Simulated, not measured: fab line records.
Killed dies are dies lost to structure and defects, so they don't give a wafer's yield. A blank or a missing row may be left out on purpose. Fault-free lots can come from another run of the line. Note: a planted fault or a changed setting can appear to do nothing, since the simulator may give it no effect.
A struck lot beside a sound one | flow nandHarc | 14 out of 1159 route steps
Sound: these wafers, L761.3, L761.4, L761.6. The struck wafers were L770.1, L770.4, L770.5. The cause comes at the end.
For every step that has rows: the tool of each side, followed by ch and its chambers, followed by its first start. Under that, the readings that differ: sound wafers | struck wafers | difference of the means | sigmas: that difference in standard deviations of wafers without a fault.
alike: a reading whose means differ by less than 2 such deviations, as well as words and numbers matching on both sides. not compared: withheld readings; readings where some wafer has no value; bounds like >300 that might hide an equal value; numbers whose values overlap and for which the record gives no deviation.
Wherever a step has rows on one side only, a row that says differs or no value, or a row with sigmas, the two part there. When numbers do not overlap yet have no deviation, they are printed without sigmas and do not part them. A reading missing from all wafers of one side parts the sides only when that side holds two or more wafers.

NHARC_P_CONTACT_ETCH_35: etches the open film in CF4, target depth 39 nm, time 65 s.
  sound on rieDiel-12 ch 1,2, day 5 23:32; struck on rieDiel-12 ch 1,2, day 8 02:56
  alike: drypumpMotorCurrentA, oesProductAu, rfVppV, showerheadPlenumPTorr, throttleValvePct
  not compared: rfHoursCounterH
NHARC_P_CONTACT_ETCH_36: etches the open film in N2/H2, target depth 260 nm, time 406.25 s.
  sound: rieDiel-12 ch 1,2; struck: rieDiel-12 ch 0,2,3
  alike: drypumpMotorCurrentA, oesProductAu, rfVppV, showerheadPlenumPTorr, throttleValvePct
  not compared: rfHoursCounterH
then, 2 steps without rows for these wafers: NHARC_P_CONTACT_ETCH_18 (etches the open film in C4F8/O2/Ar, target depth 481 nm, time 240.5 s); NHARC_P_CONTACT_STRIP_37 (strips in C4F8/O2/Ar).
NHARC_P_CONTACT_ETCH_31: etches the open film in CH3F/O2, target depth 30 nm, time 85.7 s.
  sound: rieDiel-12 ch 0,2; struck: rieDiel-12 ch 1,3
reading                  | sound       | struck      | difference | sigmas
drypumpMotorCurrentA (A) | 6.2 6.3 6.3 | 6.0 5.2 5.1 | -0.8       | -2
  alike: oesProductAu, rfVppV, showerheadPlenumPTorr, throttleValvePct
  not compared: rfHoursCounterH
NHARC_P_CONTACT_CD_MEAS_19:
  sound on cdSem-02, day 6 00:19; struck on cdSem-03, day 8 03:43
  alike: cdNm
then, 2 steps without rows for these wafers: NHARC_P_CONTACT_STRIP_28 (strips in O2); NHARC_P_CONTACT_STRIP_29 (strips in post etch residue remover, time 1200 s).
NHARC_P_CONTACT_DEGAS_38: time 60 s.
  sound on pvdSputter-02, day 6 01:02; struck on pvdSputter-03, day 8 04:26
  alike: heaterPowerW
then, 1 step without rows for these wafers: NHARC_P_CONTACT_PRE_CLEAN_39 (time 19.5 s).
NHARC_P_CONTACT_PVD_32: deposits Ti, target thk 5 nm, time 17.7 s.
  sound on pvdSputter-02; struck on pvdSputter-03
  alike: throttleValvePct
then, 1 step without rows for these wafers: NHARC_P_CONTACT_ALD_22 (deposits TiN, target thk 3 nm, pulse time 1 s, ald cycles 150).
NHARC_P_CONTACT_CVD_23: deposits W, target thk 200 nm, time 557 s.
  sound on cvdW-01 ch 0,1, day 6 07:44; struck on cvdW-02 ch 0,1, day 8 06:09
  alike: heaterPowerW, throttleValvePct
NHARC_P_CONTACT_CMP_24: polishes, t overpolish 30 s, target thk 200 nm.
  sound on cmp-01 ch 1,3, day 6 08:14; struck on cmp-03 ch 0,1,3, day 8 10:42
reading             | sound          | struck         | difference | sigmas
timeToEndpointS (s) | 43.9 41.6 42.9 | 80.5 81.8 85.8 | +39.9      | +16
  alike: motorCurrentA, overpolishRunS

## WHERE THEY PART
First at NHARC_P_CONTACT_ETCH_31; last, within this record, at NHARC_P_CONTACT_CMP_24.

WHY: the cause the simulator had injected
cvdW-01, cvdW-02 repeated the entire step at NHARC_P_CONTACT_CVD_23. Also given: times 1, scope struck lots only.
